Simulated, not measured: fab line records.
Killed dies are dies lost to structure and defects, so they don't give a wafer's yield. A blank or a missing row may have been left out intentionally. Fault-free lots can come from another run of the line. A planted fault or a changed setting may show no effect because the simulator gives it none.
Which of the tools did it? / flow n5Finfet / 24 lots, 72 wafers sampled, at 5 steps of a route of 1938

## WHAT THE GAUGES SHOWED, per wafer
N5_BEOL_M9_INSPECT_13: inspects for defects (brightfield).
lot=L074; measured=day 9 06:08; on=defectInspect-02; rawDefectCount=308 447 363
lot=L076; measured=day 9 15:32; on=defectInspect-02; rawDefectCount=297 290 278
lot=L075; measured=day 9 20:12; on=defectInspect-01; rawDefectCount=325 454 358
lot=L077; measured=day 10 03:15; on=defectInspect-02; rawDefectCount=428 505 334
lot=L078; measured=day 10 12:26; on=defectInspect-01; rawDefectCount=468 583 327
lot=L079; measured=day 10 20:27; on=defectInspect-01; rawDefectCount=411 429 389
lot=L081; measured=day 10 22:40; on=defectInspect-02; rawDefectCount=285 381 354
lot=L080; measured=day 11 06:30; on=defectInspect-01; rawDefectCount=408 679 418
lot=L082; measured=day 11 16:36; on=defectInspect-02; rawDefectCount=291 478 388
lot=L083; measured=day 11 22:50; on=defectInspect-02; rawDefectCount=421 372 294
lot=L084; measured=day 12 02:59; on=defectInspect-01; rawDefectCount=363 312 452
lot=L086; measured=day 12 12:10; on=defectInspect-01; rawDefectCount=402 375 342
lot=L085; measured=day 12 18:43; on=defectInspect-01; rawDefectCount=337 469 434
lot=L088; measured=day 12 18:44; on=defectInspect-02; rawDefectCount=488 396 486
lot=L087; measured=day 12 22:13; on=defectInspect-02; rawDefectCount=415 367 441
lot=L089; measured=day 13 05:02; on=defectInspect-02; rawDefectCount=235 354 305
lot=L091; measured=day 13 21:11; on=defectInspect-01; rawDefectCount=408 395 344
lot=L090; measured=day 14 11:25; on=defectInspect-01; rawDefectCount=551 439 454
lot=L093; measured=day 14 11:34; on=defectInspect-01; rawDefectCount=498 386 370
lot=L092; measured=day 14 18:35; on=defectInspect-01; rawDefectCount=261 321 369
lot=L094; measured=day 15 03:56; on=defectInspect-02; rawDefectCount=295 350 307
lot=L096; measured=day 15 06:44; on=defectInspect-01; rawDefectCount=470 488 370
lot=L095; measured=day 15 07:20; on=defectInspect-01; rawDefectCount=457 353 434
lot=L097; measured=day 15 18:12; on=defectInspect-01; rawDefectCount=375 330 410

N5_BEOL_M10_OVL_MEAS_12.
lot=L074; measured=day 9 12:14; on=overlay-01; M10_OVL (nm)=0.3 -0.2 -0.5
lot=L076; measured=day 9 23:26; on=overlay-01; M10_OVL (nm)=0.0 -0.4 -0.1
lot=L075; measured=day 10 03:18; on=overlay-02; M10_OVL (nm)=-0.3 -0.2 -0.9
lot=L077; measured=day 10 11:23; on=overlay-01; M10_OVL (nm)=0.6 0.6 0.2
lot=L078; measured=day 10 19:46; on=overlay-01; M10_OVL (nm)=-1.3 -1.4 -2.0
lot=L079; measured=day 11 02:02; on=overlay-01; M10_OVL (nm)=-0.3 0.5 0.1
lot=L081; measured=day 11 06:50; on=overlay-02; M10_OVL (nm)=-1.6 -0.3 -0.3
lot=L080; measured=day 11 16:58; on=overlay-01; M10_OVL (nm)=-1.3 0.5 -1.1
lot=L082; measured=day 11 23:21; on=overlay-01; M10_OVL (nm)=-0.4 -2.3 0.0
lot=L083; measured=day 12 06:16; on=overlay-02; M10_OVL (nm)=-0.7 -1.1 -0.4
lot=L084; measured=day 12 09:30; on=overlay-02; M10_OVL (nm)=-1.6 -0.5 -0.1
lot=L086; measured=day 12 19:34; on=overlay-02; M10_OVL (nm)=1.1 1.3 0.4
lot=L085; measured=day 13 02:49; on=overlay-01; M10_OVL (nm)=-0.3 0.3 -0.1
lot=L088; measured=day 13 02:35; on=overlay-01; M10_OVL (nm)=-1.0 1.5 -0.7
lot=L087; measured=day 13 05:16; on=overlay-01; M10_OVL (nm)=-0.5 0.0 -0.3
lot=L089; measured=day 13 12:08; on=overlay-01; M10_OVL (nm)=0.8 -1.4 -0.1
lot=L091; measured=day 14 06:00; on=overlay-02; M10_OVL (nm)=-1.5 0.0 -0.4
lot=L090; measured=day 14 18:52; on=overlay-02; M10_OVL (nm)=1.2 -0.9 -0.2
lot=L093; measured=day 14 18:40; on=overlay-01; M10_OVL (nm)=-0.5 0.2 -0.4
lot=L092; measured=day 15 01:31; on=overlay-01; M10_OVL (nm)=-0.9 -0.8 -1.1
lot=L094; measured=day 15 14:53; on=overlay-01; M10_OVL (nm)=-1.8 -0.7 -2.3
lot=L096; measured=day 15 17:38; on=overlay-02; M10_OVL (nm)=0.3 -0.5 -0.1
lot=L095; measured=day 15 18:19; on=overlay-02; M10_OVL (nm)=0.1 -0.5 -1.1
lot=L097; measured=day 16 03:30; on=overlay-02; M10_OVL (nm)=0.3 -0.1 0.8

## EACH LOT AND THE TOOL THAT RAN IT (in order: tool; ch and the chambers of the sampled wafers; start)
lot=L074; N5_BEOL_M9_STRIP_19=rieDiel-01 ch 0,1, day 9 06:38; N5_BEOL_M9_ETCH_76=rieDiel-01 ch 0,1,2, day 9 07:30; N5_BEOL_M10_PECVD_70=pecvd-03 ch 0,1, day 9 11:04
lot=L076; N5_BEOL_M9_STRIP_19=rieDiel-01 ch 0,2, day 9 15:57; N5_BEOL_M9_ETCH_76=rieDiel-01 ch 0,1, day 9 18:04; N5_BEOL_M10_PECVD_70=pecvd-01 ch 0,1, day 9 21:51
lot=L075; N5_BEOL_M9_STRIP_19=rieDiel-01 ch 0,1,2, day 9 20:37; N5_BEOL_M9_ETCH_76=rieDiel-01 ch 0,1,2, day 9 22:25; N5_BEOL_M10_PECVD_70=pecvd-04 ch 1,2, day 10 01:55
lot=L077; N5_BEOL_M9_STRIP_19=rieDiel-03 ch 0,2,3, day 10 03:40; N5_BEOL_M9_ETCH_76=rieDiel-03 ch 0,1,2, day 10 06:55; N5_BEOL_M10_PECVD_70=pecvd-04 ch 1,2, day 10 10:25
lot=L078; N5_BEOL_M9_STRIP_19=rieDiel-06 ch 1,2,3, day 10 12:51; N5_BEOL_M9_ETCH_76=rieDiel-03 ch 0,1,3, day 10 14:40; N5_BEOL_M10_PECVD_70=pecvd-03 ch 0,1,2, day 10 18:26
lot=L079; N5_BEOL_M9_STRIP_19=rieDiel-03 ch 1,2,3, day 10 20:52; N5_BEOL_M9_ETCH_76=rieDiel-06 ch 0,2,3, day 10 21:41; N5_BEOL_M10_PECVD_70=pecvd-01 ch 0,1, day 11 01:07
lot=L081; N5_BEOL_M9_STRIP_19=rieDiel-06 ch 0,2,3, day 10 23:04; N5_BEOL_M9_ETCH_76=rieDiel-01 ch 0,2, day 10 23:36; N5_BEOL_M10_PECVD_70=pecvd-03 ch 1,2, day 11 04:09
lot=L080; N5_BEOL_M9_STRIP_19=rieDiel-06 ch 0,2,3, day 11 07:04; N5_BEOL_M9_ETCH_76=rieDiel-03 ch 0,1,3, day 11 09:20; N5_BEOL_M10_PECVD_70=pecvd-01 ch 0,1,2, day 11 13:47
lot=L082; N5_BEOL_M9_STRIP_19=rieDiel-06 ch 1,3, day 11 17:01; N5_BEOL_M9_ETCH_76=rieDiel-03 ch 0,1,3, day 11 17:49; N5_BEOL_M10_PECVD_70=pecvd-03 ch 0,1,2, day 11 22:35
lot=L083; N5_BEOL_M9_STRIP_19=rieDiel-06 ch 2,3, day 11 23:32; N5_BEOL_M9_ETCH_76=rieDiel-06 ch 1,2,3, day 12 01:35; N5_BEOL_M10_PECVD_70=pecvd-03 ch 0,1,2, day 12 05:23
lot=L084; N5_BEOL_M9_STRIP_19=rieDiel-03 ch 0,2,3, day 12 03:43; N5_BEOL_M9_ETCH_76=rieDiel-03 ch 0,2, day 12 04:56; N5_BEOL_M10_PECVD_70=pecvd-03 ch 0,2, day 12 08:53
lot=L086; N5_BEOL_M9_STRIP_19=rieDiel-06 ch 0,2, day 12 12:58; N5_BEOL_M9_ETCH_76=rieDiel-01 ch 1,3, day 12 13:53; N5_BEOL_M10_PECVD_70=pecvd-01 ch 1,2, day 12 18:59
lot=L085; N5_BEOL_M9_STRIP_19=rieDiel-03 ch 2,3, day 12 19:20; N5_BEOL_M9_ETCH_76=rieDiel-01 ch 1,2,3, day 12 21:18; N5_BEOL_M10_PECVD_70=pecvd-01 ch 0,1,2, day 13 01:48
lot=L088; N5_BEOL_M9_STRIP_19=rieDiel-01 ch 1,2,3, day 12 19:31; N5_BEOL_M9_ETCH_76=rieDiel-01 ch 1,2,3, day 12 20:52; N5_BEOL_M10_PECVD_70=pecvd-03 ch 1,2, day 13 01:14
lot=L087; N5_BEOL_M9_STRIP_19=rieDiel-01 ch 1,2,3, day 12 22:42; N5_BEOL_M9_ETCH_76=rieDiel-03 ch 0,1,2, day 12 23:44; N5_BEOL_M10_PECVD_70=pecvd-04 ch 0,1,2, day 13 03:47
lot=L089; N5_BEOL_M9_STRIP_19=rieDiel-03 ch 0,1,3, day 13 05:27; N5_BEOL_M9_ETCH_76=rieDiel-06 ch 0,1,2, day 13 07:31; N5_BEOL_M10_PECVD_70=pecvd-03 ch 1,2, day 13 10:54
lot=L091; N5_BEOL_M9_STRIP_19=rieDiel-06 ch 0,1,2, day 13 21:36; N5_BEOL_M9_ETCH_76=rieDiel-03 ch 1,2,3, day 14 00:37; N5_BEOL_M10_PECVD_70=pecvd-03 ch 1,2, day 14 04:18
lot=L090; N5_BEOL_M9_STRIP_19=rieDiel-01 ch 0,1,2, day 14 11:49; N5_BEOL_M9_ETCH_76=rieDiel-06 ch 0,1,2, day 14 13:10; N5_BEOL_M10_PECVD_70=pecvd-03 ch 0,1, day 14 17:19
lot=L093; N5_BEOL_M9_STRIP_19=rieDiel-06 ch 1,2,3, day 14 12:07; N5_BEOL_M9_ETCH_76=rieDiel-01 ch 1,3, day 14 12:49; N5_BEOL_M10_PECVD_70=pecvd-04 ch 0,1,2, day 14 16:55
lot=L092; N5_BEOL_M9_STRIP_19=rieDiel-03 ch 2,3, day 14 19:02; N5_BEOL_M9_ETCH_76=rieDiel-01 ch 0,2, day 14 19:39; N5_BEOL_M10_PECVD_70=pecvd-03 ch 0,1, day 14 23:49
lot=L094; N5_BEOL_M9_STRIP_19=rieDiel-06 ch 0,2,3, day 15 04:22; N5_BEOL_M9_ETCH_76=rieDiel-01 ch 0,2,3, day 15 05:38; N5_BEOL_M10_PECVD_70=pecvd-03 ch 0,1,2, day 15 13:55
lot=L096; N5_BEOL_M9_STRIP_19=rieDiel-01 ch 0,2,3, day 15 07:15; N5_BEOL_M9_ETCH_76=rieDiel-06 ch 2,3, day 15 11:23; N5_BEOL_M10_PECVD_70=pecvd-03 ch 0,1,2, day 15 15:12
lot=L095; N5_BEOL_M9_STRIP_19=rieDiel-01 ch 0,2,3, day 15 07:58; N5_BEOL_M9_ETCH_76=rieDiel-06 ch 0,1,2, day 15 11:51; N5_BEOL_M10_PECVD_70=pecvd-01 ch 0,1, day 15 16:28
lot=L097; N5_BEOL_M9_STRIP_19=rieDiel-01 ch 1,3, day 15 18:37; N5_BEOL_M9_ETCH_76=rieDiel-06 ch 0,3, day 15 20:40; N5_BEOL_M10_PECVD_70=pecvd-04 ch 1,2, day 16 00:16
- N5_BEOL_M9_STRIP_19: strips in O2.
- N5_BEOL_M9_ETCH_76: etches underlayer in N2/H2, target depth 6.5 nm, time 5.2 s.
- N5_BEOL_M10_PECVD_70: deposits SiO2 from TEOS/O2, target thk 20 nm, time 22.7 s.

## WHAT THE TOOLS THEMSELVES READ (means of the sampled wafers that have a number; where no wafer has one, the mark that the record gives instead)
N5_BEOL_M9_STRIP_19.
lot=L074; tool=rieDiel-01; drypumpMotorCurrentA (A)=5.5; oesProductAu (a.u.)=0.78; rfVppV (V)=3.0; showerheadPlenumPTorr (Torr)=2.09; throttleValvePct (%)=16.83
lot=L076; tool=rieDiel-01; drypumpMotorCurrentA (A)=5.4; oesProductAu (a.u.)=0.71; rfVppV (V)=3.3; showerheadPlenumPTorr (Torr)=2.16; throttleValvePct (%)=16.97
lot=L075; tool=rieDiel-01; drypumpMotorCurrentA (A)=5.5; oesProductAu (a.u.)=0.79; rfVppV (V)=3.4; showerheadPlenumPTorr (Torr)=2.13; throttleValvePct (%)=16.80
lot=L077; tool=rieDiel-03; drypumpMotorCurrentA (A)=5.9; oesProductAu (a.u.)=0.74; rfVppV (V)=3.7; showerheadPlenumPTorr (Torr)=2.10; throttleValvePct (%)=16.67
lot=L078; tool=rieDiel-06; drypumpMotorCurrentA (A)=6.0; oesProductAu (a.u.)=0.88; rfVppV (V)=4.0; showerheadPlenumPTorr (Torr)=2.05; throttleValvePct (%)=16.52
lot=L079; tool=rieDiel-03; drypumpMotorCurrentA (A)=6.3; oesProductAu (a.u.)=0.71; rfVppV (V)=3.9; showerheadPlenumPTorr (Torr)=2.04; throttleValvePct (%)=16.69
lot=L081; tool=rieDiel-06; drypumpMotorCurrentA (A)=6.0; oesProductAu (a.u.)=0.83; rfVppV (V)=3.4; showerheadPlenumPTorr (Torr)=1.99; throttleValvePct (%)=16.53
lot=L080; tool=rieDiel-06; drypumpMotorCurrentA (A)=6.0; oesProductAu (a.u.)=0.82; rfVppV (V)=4.4; showerheadPlenumPTorr (Torr)=1.99; throttleValvePct (%)=16.54
lot=L082; tool=rieDiel-06; drypumpMotorCurrentA (A)=6.3; oesProductAu (a.u.)=0.82; rfVppV (V)=3.3; showerheadPlenumPTorr (Torr)=2.10; throttleValvePct (%)=16.44
lot=L083; tool=rieDiel-06; drypumpMotorCurrentA (A)=5.8; oesProductAu (a.u.)=0.83; rfVppV (V)=3.5; showerheadPlenumPTorr (Torr)=1.96; throttleValvePct (%)=16.51
lot=L084; tool=rieDiel-03; drypumpMotorCurrentA (A)=5.9; oesProductAu (a.u.)=0.73; rfVppV (V)=3.8; showerheadPlenumPTorr (Torr)=2.10; throttleValvePct (%)=16.70
lot=L086; tool=rieDiel-06; drypumpMotorCurrentA (A)=6.2; oesProductAu (a.u.)=0.81; rfVppV (V)=3.7; showerheadPlenumPTorr (Torr)=2.01; throttleValvePct (%)=16.59
lot=L085; tool=rieDiel-03; drypumpMotorCurrentA (A)=5.9; oesProductAu (a.u.)=0.73; rfVppV (V)=4.3; showerheadPlenumPTorr (Torr)=2.03; throttleValvePct (%)=16.42
lot=L088; tool=rieDiel-01; drypumpMotorCurrentA (A)=5.4; oesProductAu (a.u.)=0.79; rfVppV (V)=3.3; showerheadPlenumPTorr (Torr)=2.13; throttleValvePct (%)=16.84
lot=L087; tool=rieDiel-01; drypumpMotorCurrentA (A)=5.4; oesProductAu (a.u.)=0.78; rfVppV (V)=3.8; showerheadPlenumPTorr (Torr)=2.13; throttleValvePct (%)=16.84
lot=L089; tool=rieDiel-03; drypumpMotorCurrentA (A)=6.1; oesProductAu (a.u.)=0.72; rfVppV (V)=2.9; showerheadPlenumPTorr (Torr)=2.05; throttleValvePct (%)=16.83
lot=L091; tool=rieDiel-06; drypumpMotorCurrentA (A)=6.2; oesProductAu (a.u.)=0.82; rfVppV (V)=3.7; showerheadPlenumPTorr (Torr)=2.08; throttleValvePct (%)=16.61
lot=L090; tool=rieDiel-01; drypumpMotorCurrentA (A)=5.5; oesProductAu (a.u.)=0.84; rfVppV (V)=3.6; showerheadPlenumPTorr (Torr)=2.12; throttleValvePct (%)=16.72
lot=L093; tool=rieDiel-06; drypumpMotorCurrentA (A)=6.0; oesProductAu (a.u.)=0.83; rfVppV (V)=3.7; showerheadPlenumPTorr (Torr)=2.05; throttleValvePct (%)=16.56
lot=L092; tool=rieDiel-03; drypumpMotorCurrentA (A)=5.9; oesProductAu (a.u.)=0.72; rfVppV (V)=3.6; showerheadPlenumPTorr (Torr)=2.03; throttleValvePct (%)=16.45
lot=L094; tool=rieDiel-06; drypumpMotorCurrentA (A)=6.0; oesProductAu (a.u.)=0.79; rfVppV (V)=4.1; showerheadPlenumPTorr (Torr)=1.98; throttleValvePct (%)=16.59
lot=L096; tool=rieDiel-01; drypumpMotorCurrentA (A)=5.4; oesProductAu (a.u.)=0.78; rfVppV (V)=3.8; showerheadPlenumPTorr (Torr)=2.11; throttleValvePct (%)=16.89
lot=L095; tool=rieDiel-01; drypumpMotorCurrentA (A)=5.4; oesProductAu (a.u.)=0.78; rfVppV (V)=3.6; showerheadPlenumPTorr (Torr)=2.11; throttleValvePct (%)=16.88
lot=L097; tool=rieDiel-01; drypumpMotorCurrentA (A)=5.5; oesProductAu (a.u.)=0.82; rfVppV (V)=3.4; showerheadPlenumPTorr (Torr)=2.09; throttleValvePct (%)=16.73

N5_BEOL_M9_ETCH_76.
lot=L074; tool=rieDiel-01; drypumpMotorCurrentA (A)=5.5; etchRfOnTimeS (s)=5.32; oesProductAu (a.u.)=0.68; rfVppV (V)=526; showerheadPlenumPTorr (Torr)=2.58; throttleValvePct (%)=17.97
lot=L076; tool=rieDiel-01; drypumpMotorCurrentA (A)=5.5; etchRfOnTimeS (s)=5.29; oesProductAu (a.u.)=0.66; rfVppV (V)=524; showerheadPlenumPTorr (Torr)=2.54; throttleValvePct (%)=18.02
lot=L075; tool=rieDiel-01; drypumpMotorCurrentA (A)=5.5; etchRfOnTimeS (s)=5.28; oesProductAu (a.u.)=0.66; rfVppV (V)=526; showerheadPlenumPTorr (Torr)=2.58; throttleValvePct (%)=17.96
lot=L077; tool=rieDiel-03; drypumpMotorCurrentA (A)=6.3; etchRfOnTimeS (s)=5.31; oesProductAu (a.u.)=0.59; rfVppV (V)=524; showerheadPlenumPTorr (Torr)=2.56; throttleValvePct (%)=18.12
lot=L078; tool=rieDiel-03; drypumpMotorCurrentA (A)=6.1; etchRfOnTimeS (s)=5.15; oesProductAu (a.u.)=0.63; rfVppV (V)=523; showerheadPlenumPTorr (Torr)=2.50; throttleValvePct (%)=18.01
lot=L079; tool=rieDiel-06; drypumpMotorCurrentA (A)=6.0; etchRfOnTimeS (s)=5.06; oesProductAu (a.u.)=0.70; rfVppV (V)=521; showerheadPlenumPTorr (Torr)=2.41; throttleValvePct (%)=17.73
lot=L081; tool=rieDiel-01; drypumpMotorCurrentA (A)=5.4; etchRfOnTimeS (s)=5.32; oesProductAu (a.u.)=0.59; rfVppV (V)=525; showerheadPlenumPTorr (Torr)=2.59; throttleValvePct (%)=18.10
lot=L080; tool=rieDiel-03; drypumpMotorCurrentA (A)=6.1; etchRfOnTimeS (s)=5.20; oesProductAu (a.u.)=0.62; rfVppV (V)=524; showerheadPlenumPTorr (Torr)=2.50; throttleValvePct (%)=18.03
lot=L082; tool=rieDiel-03; drypumpMotorCurrentA (A)=6.1; etchRfOnTimeS (s)=5.19; oesProductAu (a.u.)=0.62; rfVppV (V)=522; showerheadPlenumPTorr (Torr)=2.50; throttleValvePct (%)=18.02
lot=L083; tool=rieDiel-06; drypumpMotorCurrentA (A)=6.0; etchRfOnTimeS (s)=5.12; oesProductAu (a.u.)=0.73; rfVppV (V)=524; showerheadPlenumPTorr (Torr)=2.50; throttleValvePct (%)=17.82
lot=L084; tool=rieDiel-03; drypumpMotorCurrentA (A)=6.1; etchRfOnTimeS (s)=5.45; oesProductAu (a.u.)=0.58; rfVppV (V)=526; showerheadPlenumPTorr (Torr)=2.62; throttleValvePct (%)=18.08
lot=L086; tool=rieDiel-01; drypumpMotorCurrentA (A)=5.5; etchRfOnTimeS (s)=5.16; oesProductAu (a.u.)=0.72; rfVppV (V)=525; showerheadPlenumPTorr (Torr)=2.57; throttleValvePct (%)=17.99
lot=L085; tool=rieDiel-01; drypumpMotorCurrentA (A)=5.4; etchRfOnTimeS (s)=5.18; oesProductAu (a.u.)=0.66; rfVppV (V)=526; showerheadPlenumPTorr (Torr)=2.59; throttleValvePct (%)=18.12
lot=L088; tool=rieDiel-01; drypumpMotorCurrentA (A)=5.4; etchRfOnTimeS (s)=5.24; oesProductAu (a.u.)=0.66; rfVppV (V)=524; showerheadPlenumPTorr (Torr)=2.59; throttleValvePct (%)=18.11
lot=L087; tool=rieDiel-03; drypumpMotorCurrentA (A)=6.3; etchRfOnTimeS (s)=5.34; oesProductAu (a.u.)=0.58; rfVppV (V)=525; showerheadPlenumPTorr (Torr)=2.55; throttleValvePct (%)=18.16
lot=L089; tool=rieDiel-06; drypumpMotorCurrentA (A)=6.2; etchRfOnTimeS (s)=5.03; oesProductAu (a.u.)=0.71; rfVppV (V)=522; showerheadPlenumPTorr (Torr)=2.53; throttleValvePct (%)=17.81
lot=L091; tool=rieDiel-03; drypumpMotorCurrentA (A)=6.3; etchRfOnTimeS (s)=5.29; oesProductAu (a.u.)=0.59; rfVppV (V)=521; showerheadPlenumPTorr (Torr)=2.49; throttleValvePct (%)=17.98
lot=L090; tool=rieDiel-06; drypumpMotorCurrentA (A)=6.2; etchRfOnTimeS (s)=5.02; oesProductAu (a.u.)=0.70; rfVppV (V)=524; showerheadPlenumPTorr (Torr)=2.52; throttleValvePct (%)=17.83
lot=L093; tool=rieDiel-01; drypumpMotorCurrentA (A)=5.5; etchRfOnTimeS (s)=5.10; oesProductAu (a.u.)=0.71; rfVppV (V)=526; showerheadPlenumPTorr (Torr)=2.56; throttleValvePct (%)=18.03
lot=L092; tool=rieDiel-01; drypumpMotorCurrentA (A)=5.5; etchRfOnTimeS (s)=5.30; oesProductAu (a.u.)=0.73; rfVppV (V)=524; showerheadPlenumPTorr (Torr)=2.55; throttleValvePct (%)=17.89
lot=L094; tool=rieDiel-01; drypumpMotorCurrentA (A)=5.4; etchRfOnTimeS (s)=5.28; oesProductAu (a.u.)=0.67; rfVppV (V)=525; showerheadPlenumPTorr (Torr)=2.56; throttleValvePct (%)=18.17
lot=L096; tool=rieDiel-06; drypumpMotorCurrentA (A)=5.8; etchRfOnTimeS (s)=4.91; oesProductAu (a.u.)=0.68; rfVppV (V)=520; showerheadPlenumPTorr (Torr)=2.37; throttleValvePct (%)=17.80
lot=L095; tool=rieDiel-06; drypumpMotorCurrentA (A)=6.2; etchRfOnTimeS (s)=5.07; oesProductAu (a.u.)=0.70; rfVppV (V)=523; showerheadPlenumPTorr (Torr)=2.52; throttleValvePct (%)=17.83
lot=L097; tool=rieDiel-06; drypumpMotorCurrentA (A)=6.1; etchRfOnTimeS (s)=5.01; oesProductAu (a.u.)=0.63; rfVppV (V)=518; showerheadPlenumPTorr (Torr)=2.36; throttleValvePct (%)=17.72

N5_BEOL_M10_PECVD_70.
lot=L074; tool=pecvd-03; heaterPowerW (W)=673; showerheadPlenumPTorr (Torr)=8.79; throttleValvePct (%)=22.0
lot=L076; tool=pecvd-01; heaterPowerW (W)=919; showerheadPlenumPTorr (Torr)=8.79; throttleValvePct (%)=22.2
lot=L075; tool=pecvd-04; heaterPowerW (W)=833; showerheadPlenumPTorr (Torr)=8.78; throttleValvePct (%)=23.1
lot=L077; tool=pecvd-04; heaterPowerW (W)=826; showerheadPlenumPTorr (Torr)=8.77; throttleValvePct (%)=23.3
lot=L078; tool=pecvd-03; heaterPowerW (W)=769; showerheadPlenumPTorr (Torr)=8.82; throttleValvePct (%)=21.6
lot=L079; tool=pecvd-01; heaterPowerW (W)=918; showerheadPlenumPTorr (Torr)=8.78; throttleValvePct (%)=22.1
lot=L081; tool=pecvd-03; heaterPowerW (W)=717; showerheadPlenumPTorr (Torr)=8.78; throttleValvePct (%)=21.4
lot=L080; tool=pecvd-01; heaterPowerW (W)=791; showerheadPlenumPTorr (Torr)=8.80; throttleValvePct (%)=21.8
lot=L082; tool=pecvd-03; heaterPowerW (W)=729; showerheadPlenumPTorr (Torr)=8.82; throttleValvePct (%)=21.8
lot=L083; tool=pecvd-03; heaterPowerW (W)=725; showerheadPlenumPTorr (Torr)=8.82; throttleValvePct (%)=21.5
lot=L084; tool=pecvd-03; heaterPowerW (W)=666; showerheadPlenumPTorr (Torr)=8.86; throttleValvePct (%)=22.0
lot=L086; tool=pecvd-01; heaterPowerW (W)=711; showerheadPlenumPTorr (Torr)=8.82; throttleValvePct (%)=22.5
lot=L085; tool=pecvd-01; heaterPowerW (W)=854; showerheadPlenumPTorr (Torr)=8.80; throttleValvePct (%)=22.1
lot=L088; tool=pecvd-03; heaterPowerW (W)=702; showerheadPlenumPTorr (Torr)=8.80; throttleValvePct (%)=20.9
lot=L087; tool=pecvd-04; heaterPowerW (W)=793; showerheadPlenumPTorr (Torr)=8.81; throttleValvePct (%)=23.0
lot=L089; tool=pecvd-03; heaterPowerW (W)=735; showerheadPlenumPTorr (Torr)=8.76; throttleValvePct (%)=21.5
lot=L091; tool=pecvd-03; heaterPowerW (W)=680; showerheadPlenumPTorr (Torr)=8.78; throttleValvePct (%)=21.5
lot=L090; tool=pecvd-03; heaterPowerW (W)=692; showerheadPlenumPTorr (Torr)=8.79; throttleValvePct (%)=22.4
lot=L093; tool=pecvd-04; heaterPowerW (W)=795; showerheadPlenumPTorr (Torr)=8.79; throttleValvePct (%)=23.0
lot=L092; tool=pecvd-03; heaterPowerW (W)=700; showerheadPlenumPTorr (Torr)=8.84; throttleValvePct (%)=22.6
lot=L094; tool=pecvd-03; heaterPowerW (W)=696; showerheadPlenumPTorr (Torr)=8.81; throttleValvePct (%)=21.8
lot=L096; tool=pecvd-03; heaterPowerW (W)=728; showerheadPlenumPTorr (Torr)=8.81; throttleValvePct (%)=21.8
lot=L095; tool=pecvd-01; heaterPowerW (W)=963; showerheadPlenumPTorr (Torr)=8.79; throttleValvePct (%)=22.1
lot=L097; tool=pecvd-04; heaterPowerW (W)=776; showerheadPlenumPTorr (Torr)=8.77; throttleValvePct (%)=22.9

## THE ANSWER, worked out from the rows above alone
Rule: usual is defined by the lots themselves. Put in order of their means at a reading, lots are off if they are a third of the lots or fewer, leave a main group of 4 or more, and stand apart from it by a gap of 3 or more times the standard deviation of the main group's means; of several such gaps the widest counts. A main group is skipped when, at the precision printed for the reading in the tables above, its means are all equal. A lot without any number at a reading at which 4 lots or more have one is off too. All remaining lots with rows at the step are treated as sound. After the gauges, taken in route order, come the tools' own readings; for these a lot's mean is taken, as printed above. At the first step where some lot is off, the reading lying furthest off is the one used; lots without a number count as furthest.
Nothing can be told from this: no lot is off at any reading shown.

## WHAT THE SIMULATOR PUT IN
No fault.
